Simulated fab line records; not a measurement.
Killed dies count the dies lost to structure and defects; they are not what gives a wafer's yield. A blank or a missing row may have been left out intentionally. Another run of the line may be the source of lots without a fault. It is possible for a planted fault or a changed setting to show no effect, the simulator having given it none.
Comparing a struck lot with a sound one -- flow n5_finfet -- 32 steps out of a route of 1938
Sound: wafers L806.1, L806.3, L806.6. Struck: wafer L816.4 (left out: L816.2, L816.3 of the same lot, which were not struck); the cause appears at the end.
Per side, at each step with rows, come the tool, then ch with its chambers, and then its first start. Under that, the readings that differ: sound wafers -- struck wafers -- difference of the means -- sigmas: that difference in standard deviations of wafers without a fault.
alike: readings whose means differ by less than 2 such deviations, and words and numbers that are the same on both sides. not compared: withheld readings, readings that some wafer has no value for, bounds like >300 that may hide the same value, and numbers for which the record gives no deviation and whose values overlap.
Wherever a step has rows on one side only, a row that says differs or no value, or a row with sigmas, the two part there. When numbers do not overlap yet have no deviation, they are printed without sigmas and do not part them. A reading that every wafer of one side lacks parts them only if that side has two wafers or more.

first, 7 steps without rows for these wafers: N5_BEOL_M15_COAT_22 (resist thk 800 nm); N5_BEOL_M15_EBR_24; N5_BEOL_M15_SOFTBAKE_23 (time 60 s); N5_BEOL_M15_EXPOSE_25 (exposes mask M15, target cd 400 nm); N5_BEOL_M15_PEB_26 (peb time 90 s); N5_BEOL_M15_DEVELOP_27 (develop time 45 s); N5_BEOL_M15_HARDBAKE_32 (time 120 s).
N5_BEOL_M15_CD_MEAS_28 targets a cd of 407.6 nm.
  sound on cd_sem-03 ch 0, day 11 22:17; struck on cd_sem-02 ch 0, day 13 21:52
  alike: cd_nm
N5_BEOL_M15_OVL_MEAS_29:
  sound on overlay-01 ch 0, day 11 22:19; struck on overlay-02 ch 0, day 13 21:53
  alike: M15_OVL
N5_BEOL_M15_INSPECT_30: inspects for defects (macro).
  sound on defect_inspect-01 at day 11 22:20; struck on defect_inspect-01 at day 13 21:55
  alike: raw_defect_count
then, 1 step without rows for these wafers: N5_BEOL_M15_DESCUM_33 (chemistry O2, time 7.9 s).
N5_BEOL_M15_ETCH_61: etches BARC in N2/H2, target depth 89 nm, overetch 26.7 nm, time 67.9 s.
  sound on rie_diel-04 ch 0,1,3, day 11 22:24; struck on rie_diel-04 ch 1, day 13 22:03
reading,sound,struck,difference,sigmas
bias_w (W),149.8 149.8 149.8,150.8,+1.0,+2
oes_product_au (a.u.),0.76 0.59 0.73,0.58,-0.11,-2
  alike: drypump_motor_current_A, rf_vpp_V, showerhead_plenum_p_Torr, throttle_valve_pct
  not compared: rf_hours_counter_h
N5_BEOL_M15_TRENCH_ETCH_34: etches SiO2 in C4F8/O2/Ar, target depth 872.93 nm, time 199 s.
  sound on rie_diel-04 ch 0,1,3, day 11 22:27; struck on rie_diel-04 ch 1, day 13 22:07
reading,sound,struck,difference,sigmas
bias_w (W),2033 2032 2035,2049,+16,+3
oes_o_777_au (a.u.),0.88 0.65 0.89,0.65,-0.16,-3
oes_product_au (a.u.),0.88 0.68 0.86,0.68,-0.13,-2
model.etch.depth_nm (nm),864.4 861.3 871.6,940.3,+74.5,
model.coat_of_BEOL_M15_COAT_22.thk_nm (nm),544.8 549.6 543.6,532.2,-13.8,
  alike: drypump_motor_current_A, rf_vpp_V, showerhead_plenum_p_Torr, throttle_valve_pct
  not compared: rf_hours_counter_h
then, 2 steps without rows for these wafers: N5_BEOL_M15_STRIP_36 (strips in O2); N5_BEOL_M15_STRIP_62 (strips in O2).
N5_BEOL_M15_STRIP_37: strips in O2.
  sound: rie_diel-02 ch 1,2; struck: rie_diel-04 ch 0
  alike: drypump_motor_current_A, oes_product_au, rf_vpp_V, showerhead_plenum_p_Torr, temp_c, throttle_valve_pct
  not compared: rf_hours_counter_h
N5_BEOL_M15_ETCH_38: etches SiCN in CF4/N2, target depth 106.4 nm, time 120.5 s.
  sound: rie_diel-02 ch 1,2; struck: rie_diel-04 ch 0
reading,sound,struck,difference,sigmas
bias_w (W),70.12 70.17 70.05,69.48,-0.63,-3
  alike: drypump_motor_current_A, oes_product_au, rf_vpp_V, showerhead_plenum_p_Torr, throttle_valve_pct
  not compared: rf_hours_counter_h
then, 4 steps without rows for these wafers: N5_BEOL_M15_PRECLEAN_39 (cleans in residue remover, time 60 s); N5_BEOL_M15_SRD_40 (time 30 s, dry time 30 s); N5_BEOL_M15_DEGAS_41 (time 60 s); N5_BEOL_M15_PRE_CLEAN_42 (time 30 s).
N5_BEOL_M15_SPUTTER_43: material TaN, target thk 15 nm, time 24.19 s.
  sound on pvd_sputter-01 at day 12 02:52; struck on pvd_sputter-01 at day 14 00:53
  alike: throttle_valve_pct
then, 3 steps without rows for these wafers: N5_BEOL_M15_SPUTTER_44 (material Ta, target thk 15 nm, time 24.19 s); N5_BEOL_M15_SPUTTER_45 (material Cu, target thk 100 nm, time 16.67 s); N5_BEOL_M15_ECD_47 (material Cu, target thk 1860 nm).
N5_BEOL_M15_ANNEAL_48: time 90 s.
  sound on rtp_anneal-02 ch 0, day 12 03:23; struck on rtp_anneal-01 ch 0, day 14 01:26
  alike: wafer_temp_C_max
N5_BEOL_M15_CMP_49: polishes, stops on SiO2, t overpolish 4.9 s, target thk 850 nm.
  sound on cmp-01 ch 0,1,3, day 12 03:45; struck on cmp-03 ch 3, day 14 01:44
reading,sound,struck,difference,sigmas
barrier_field_endpoint_s (s),11.58 11.35 11.60,10.79,-0.72,-3
model.Cu_of_BEOL_M15_ECD_47.thk_nm (nm),841.6 840.4 849.2,917.4,+73.7,
  alike: clearing_platen_rpm, motor_current_A, overpolish_run_s
N5_BEOL_M15_THK_MEAS_50: measures by xrf.
  sound on film_metro-01 at day 12 03:58; struck on film_metro-02 at day 14 01:59
reading,sound,struck,difference,sigmas
M15_THK (nm),837 835 847,931,+91,+7
then, 2 steps without rows for these wafers: N5_BEOL_M15_PRE_CLEAN_52 (time 15 s); N5_BEOL_M15_DEP_53 (deposits SiCN from 3MS/NH3, target thk 50 nm, time 17.8 s).
N5_BEOL_M15_RS_MEAS_54: uses a four-point probe to measure.
  sound on film_metro-01 at day 12 04:06; struck on film_metro-02 at day 14 02:07
reading,sound,struck,difference,sigmas
M15_RS (ohm/sq),0.0217 0.0218 0.0216,0.0200,-0.0017,-6
N5_BEOL_M15_INSPECT_55: inspects for defects (darkfield).
  sound on defect_inspect-02 at day 12 04:08; struck on defect_inspect-02 at day 14 02:08
  alike: raw_defect_count

== WHERE THEY PART ==
At N5_BEOL_M15_ETCH_61 first; at N5_BEOL_M15_RS_MEAS_54 last (within this record only). Later steps at which nothing parts them and some readings are alike: N5_BEOL_M15_INSPECT_55.

WHY: what the simulator had put in
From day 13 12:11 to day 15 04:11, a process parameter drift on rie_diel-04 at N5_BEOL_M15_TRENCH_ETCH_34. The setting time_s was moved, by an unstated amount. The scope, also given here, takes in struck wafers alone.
